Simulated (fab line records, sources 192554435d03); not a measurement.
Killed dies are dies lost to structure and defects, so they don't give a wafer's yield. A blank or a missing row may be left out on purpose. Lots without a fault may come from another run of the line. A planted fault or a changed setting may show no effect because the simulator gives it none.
Which tool did it? | flow n5_finfet | 12 lots, 36 wafers sampled, at 3 steps of a route of 1938

WHAT THE GAUGES READ, wafer by wafer
N5_BEOL_M10_THK_MEAS_53: measures by xrf.
lot  | measured     | on            | M10_THK (nm)
L077 | day 11 05:38 | film_metro-02 | 146 140 138
L079 | day 11 19:15 | film_metro-02 | 147 145 148
L076 | day 11 20:35 | film_metro-01 | 136 141 137
L081 | day 12 23:52 | film_metro-01 | 137 141 138
L080 | day 13 07:47 | film_metro-02 | 144 150 143
L085 | day 13 10:13 | film_metro-01 | 136 137 140
L090 | day 14 10:01 | film_metro-01 | 141 144 142
L087 | day 15 01:18 | film_metro-02 | 152 149 147
L091 | day 15 09:55 | film_metro-02 | 146 146 147
L094 | day 16 22:51 | film_metro-01 | 142 140 140
L093 | day 17 07:26 | film_metro-01 | 140 146 140
L095 | day 17 16:36 | film_metro-02 | 138 144 139

WHICH TOOL RAN EACH LOT (tool, then ch and the chambers of the sampled wafers, then the start)
lot  | N5_BEOL_M9_TRENCH_ETCH_37                     | N5_BEOL_M10_ALD_74
L077 | rie_diel-02 ch 1,2, day 11 02:29 or earlier   | ald_metal-04 ch 0,1,3, day 11 02:29
L079 | rie_diel-02 ch 0,1,2, day 11 17:14 or earlier | ald_metal-03 ch 0,2,3, day 11 17:14
L076 | rie_diel-02 ch 1,2, day 11 18:47 or earlier   | ald_metal-04 ch 0,1,2, day 11 18:47
L081 | rie_diel-02 ch 0,1,2, day 12 20:44 or earlier | ald_metal-03 ch 0,2,3, day 12 20:44
L080 | rie_diel-05 ch 1,2,3, day 13 06:13 or earlier | ald_metal-04 ch 0,1,2, day 13 06:13
L085 | rie_diel-06 ch 1,3, day 13 06:58 or earlier   | ald_metal-04 ch 0,2, day 13 06:58
L090 | rie_diel-05 ch 0,2,3, day 14 07:52 or earlier | ald_metal-02 ch 0,2,3, day 14 07:52
L087 | rie_diel-06 ch 0,2,3, day 14 23:55 or earlier | ald_metal-03 ch 0,2,3, day 14 23:55
L091 | rie_diel-06 ch 1,3, day 15 05:40 or earlier   | ald_metal-03 ch 0,1, day 15 05:40
L094 | rie_diel-06 ch 0,1, day 16 20:56 or earlier   | ald_metal-02 ch 0,1,2, day 16 20:56
L093 | rie_diel-06 ch 1,3, day 17 06:07 or earlier   | ald_metal-04 ch 0,1,2, day 17 06:07
L095 | rie_diel-06 ch 1,2, day 17 14:01 or earlier   | ald_metal-04 ch 1,2,3, day 17 14:01
- N5_BEOL_M9_TRENCH_ETCH_37: etches SiCOH lowk in C4F6/O2, target depth 151.43 nm, time 49 s.
- N5_BEOL_M10_ALD_74: deposits TaN, target thk 2 nm, pulse time 2 s, purge time 3 s.

THE ANSWER, worked out from the rows above alone
Rule: what is usual is taken from the lots themselves. Put in order of their means at a reading, lots are off if they are a third of the lots or fewer, leave a main group of 4 or more, and stand apart from it by a gap of 3 or more times the standard deviation of the main group's means; of several such gaps the widest counts. A main group whose means are all the same, to the digits that the tables above print for the reading, isn't used. A lot without any number at a reading at which 4 lots or more have one is off too. The other lots that the step has rows for count as sound.
No lot is off at any reading shown: from this, nothing can be told.

WHAT THE SIMULATOR HAD PUT IN
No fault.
